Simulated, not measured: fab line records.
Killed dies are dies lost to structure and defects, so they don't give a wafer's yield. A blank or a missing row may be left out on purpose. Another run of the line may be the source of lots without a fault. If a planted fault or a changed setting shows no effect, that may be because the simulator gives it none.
Matching of chambers | flow nand_harc | NHARC_A_WL_FILL_ALD_10 on ald_hk-01: 4 sister chambers
The step deposits SiO2, target thk 50 nm, pulse time 10 s, ald cycles 500. 8 wafers are shown with their chamber, then 9 later ones without.

WAFERS PAIRED WITH THEIR CHAMBERS
wafer  | chamber | heater_power_w (W) | precursor_pulse_height_rel
L083.1 | 0       | 436                | 1.015
L086.1 | 0       | 432                | 0.973
L086.3 | 3       | 465                | 1.021
L086.4 | 2       | 431                | 0.991
L086.6 | 1       | 469                | 0.986
L089.2 | 2       | 424                | 0.994
L089.4 | 3       | 467                | 0.999
L089.6 | 1       | 478                | 0.942

WAFERS WITHOUT THEIR CHAMBER
wafer  | heater_power_w (W) | precursor_pulse_height_rel
L091.2 | 469                | 0.996
L091.3 | 439                | 1.045
L091.4 | 456                | 1.003
L093.2 | 434                | 1.012
L093.4 | 452                | 0.994
L093.5 | 470                | 0.998
L095.3 | 427                | 1.036
L095.4 | 478                | 0.984
L095.5 | 464                | 1.007

EACH ONE'S CHAMBER
wafer  | from the rows above          | in truth
L091.2 | can't be placed: 3 or 1      | 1
L091.3 | can't be placed: 0 or 2      | 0
L091.4 | 3                            | 3
L093.2 | can't be placed: 0 or 2      | 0
L093.4 | can't be placed: 3 or 0 or 1 | 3
L093.5 | can't be placed: 3 or 1      | 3
L095.3 | can't be placed: 2 or 0      | 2
L095.4 | can't be placed: 1 or 3      | 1
L095.5 | 3                            | 3
Correctly placed: 2 of 9. Cannot be placed on the basis of these rows: 7; the candidates contain the true chamber in 7. Number placed wrongly: 0.
How it was worked out, from the rows above alone: a wafer's distance from a chamber is the root of the sum, over the readings, of the square of ((its reading less the chamber's mean) divided by the reading's scatter). If the next closest chamber is less than 2 further off than the closest, the wafer can't be placed; otherwise it belongs to the closest. A chamber's mean is the mean of its shown wafers. The scatter is the square root of a quotient: the sum, over the shown wafers, of each reading's squared deviation from its chamber's mean, divided by wafers minus chambers.
